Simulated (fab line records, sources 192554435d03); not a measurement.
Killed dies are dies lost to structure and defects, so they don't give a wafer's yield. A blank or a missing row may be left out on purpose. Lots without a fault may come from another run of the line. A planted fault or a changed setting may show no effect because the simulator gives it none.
Split-lot experiment | flow n5_finfet | 7 lots, 21 wafers read, on a route of 1938 steps

THE SPLIT
At N5_FIN_SAQP_HM_DEP_03 (deposits SiNx from SiH4/NH3/N2, target thk 38 nm, time 33.6 s), the setting time_s was moved away from the recipe's 33.6 s on 3 of the 21 wafers read, by -8.6% to -5.2%. The other wafers ran this setting at the recipe's value.

FROM THE SPLIT TO THE READING: what the file shows between them, 9 steps
- N5_FIN_SAQP_THK_MEAS_05
- N5_FIN_SAQP_SPACER1_ALD_24: deposits SiO2, target thk 20.3 nm, pulse time 1 s, purge time 2 s (also split here: temp_c)
- N5_FIN_SAQP_ETCH_65: etches SiO2 in CF4, target depth 4 nm, time 4.4 s (also split here: time_s)
- N5_FIN_SAQP_MANDREL_ETCH_58: etches a-Si in HBr/Cl2, stops on SiNx, target depth 45 nm, bt time 10 s, time 27 s
- N5_FIN_SAQP_RECESS_63: chemistry HF/NH3, target SiO2, target depth 18 nm, afs cycles 3, sublimation time 60 s
- N5_FIN_SAQP_SPACER2_ALD_28: deposits SiO2, target thk 8.1 nm, pulse time 1 s, purge time 2 s
- N5_FIN_SAQP_SPACER2_ETCHBACK_29: etches SiO2 in CHF3/O2, target depth 12.2 nm, time 6.1 s
- N5_FIN_SAQP_MANDREL2_REMOVE_60: chemistry HBr/Cl2/O2, target a-Si, stops on SiNx, bt time 10 s
- N5_FIN_SAQP_HM_OPEN_33: chemistry CH3F/O2, target SiNx, target depth 49.4 nm, time 70.6 s

THE READING
SiNx_of_FIN_SAQP_HM_DEP_03.thk_nm (the simulator's own value, which no gauge read), in nm, at N5_FIN_SAQP_ETCH_34 (etches SiO2 in C4F6/O2, target depth 45 nm, time 15 s). The file gives no usual value for it. The 18 wafers here that ran the recipe average 34.4 nm, standard deviation 0.48 nm.

wafer  | tool, chamber at the split | time_s as run, s | against the recipe | SiNx_of_FIN_SAQP_HM_DEP_03.thk_nm, nm | against lot-mates on the recipe
L077.2 | pecvd-03, 1                | 33.6             | recipe             | 34.2                                  | -
L077.4 | pecvd-03, 0                | 33.6             | recipe             | 34.4                                  | -
L077.6 | pecvd-03, 0                | 33.6             | recipe             | 34.8                                  | -
L078.3 | pecvd-03, 1                | 33.6             | recipe             | 34.8                                  | -
L078.5 | pecvd-03, 0                | 33.6             | recipe             | 34.8                                  | -
L078.6 | pecvd-03, 1                | 31.13            | -7.4%              | 31.4                                  | -3.4
L083.3 | pecvd-01, 2                | 30.71            | -8.6%              | 31                                    | -4.0
L083.4 | pecvd-01, 1                | 33.6             | recipe             | 35                                    | -
L083.5 | pecvd-01, 2                | 33.6             | recipe             | 35                                    | -
L085.2 | pecvd-02, 2                | 33.6             | recipe             | 33.6                                  | -
L085.3 | pecvd-02, 0                | 33.6             | recipe             | 34.2                                  | -
L085.5 | pecvd-02, 1                | 33.6             | recipe             | 34                                    | -
L086.3 | pecvd-02, 2                | 31.85            | -5.2%              | 32.2                                  | -2.8
L086.4 | pecvd-02, 0                | 33.6             | recipe             | 35.2                                  | -
L086.6 | pecvd-02, 2                | 33.6             | recipe             | 34.8                                  | -
L089.3 | pecvd-02, 0                | 33.6             | recipe             | 34                                    | -
L089.5 | pecvd-02, 2                | 33.6             | recipe             | 34.2                                  | -
L089.6 | pecvd-02, 0                | 33.6             | recipe             | 34.4                                  | -
L097.1 | pecvd-02, 1                | 33.6             | recipe             | 33.4                                  | -
L097.4 | pecvd-02, 0                | 33.6             | recipe             | 34.8                                  | -
L097.5 | pecvd-02, 1                | 33.6             | recipe             | 34.4                                  | -

THE FIT
A straight line over all 21 wafers: SiNx_of_FIN_SAQP_HM_DEP_03.thk_nm changes by +0.41 nm for each +1% of time_s; r = +0.92; the points scatter about the line by 0.47 nm.
The same after taking each lot's own level away (the mean of its wafers on the recipe; 21 wafers): +0.476 nm for each +1%; r = +0.97; scatter 0.3 nm.
On that fit, the largest move of time_s shifts the reading by 4.1 nm.
The lots' own levels span 33.93 to 35.00 nm, that is 2.2 times the standard deviation above.
So the lot-to-lot level changes the slope: the two fits differ.
Check: with one of the wafers moved furthest among these (-8.6%) left out of the fit, the line predicts -4.19 nm for it against its lot-mates. It came out at -4 nm against them.

OTHER SPLITS ON THESE WAFERS
These wafers also went through other splits before the reading. Each is held against what the fit with the lots' levels taken away leaves over:
other split on the same wafers    | wafers away from the commonest value | r with SiNx_of_FIN_SAQP_HM_DEP_03.thk_nm (lot level and that fit taken away)
N5_WELL_APT_EXPOSE_05 dose_mj     | 5                                    | +0.36
N5_FIN_SAQP_SPACER1_ALD_24 temp_c | 3                                    | -0.10
N5_FIN_SAQP_ETCH_65 time_s        | 9                                    | -0.02

THE WHOLE CHAIN: every reading that the file lists as answering this split, in the file's order
step                           | what it does                                                      | reading                                                                            | change (the file's fit)               | r (the file's)
N5_FIN_SAQP_HM_DEP_03          | deposits SiNx from SiH4/NH3/N2, target thk 38 nm, time 33.6 s     | SiNx_of_FIN_SAQP_HM_DEP_03.thk_nm (the simulator's own value, which no gauge read) | +0.47 nm for each +1% of the setting  | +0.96
N5_FIN_SAQP_THK_MEAS_05        |                                                                   | thk_nm                                                                             | withheld for each +1% of the setting  | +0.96
N5_FIN_SAQP_MANDREL2_REMOVE_60 | chemistry HBr/Cl2/O2, target a-Si, stops on SiNx, bt time 10 s    | SiNx_of_FIN_SAQP_HM_DEP_03.thk_nm (the simulator's own value, which no gauge read) | +0.464 nm for each +1% of the setting | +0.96
N5_FIN_SAQP_HM_OPEN_33         | chemistry CH3F/O2, target SiNx, target depth 49.4 nm, time 70.6 s | etch.depth_nm (the simulator's own value, which no gauge read)                     | +0.469 nm for each +1% of the setting | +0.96
N5_FIN_SAQP_ETCH_34            | etches SiO2 in C4F6/O2, target depth 45 nm, time 15 s             | SiNx_of_FIN_SAQP_HM_DEP_03.thk_nm (the simulator's own value, which no gauge read) | +0.477 nm for each +1% of the setting | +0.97

THE FILE'S OWN FIT
SiNx_of_FIN_SAQP_HM_DEP_03.thk_nm changes by +0.477 nm for each +1% of time_s, r = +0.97.
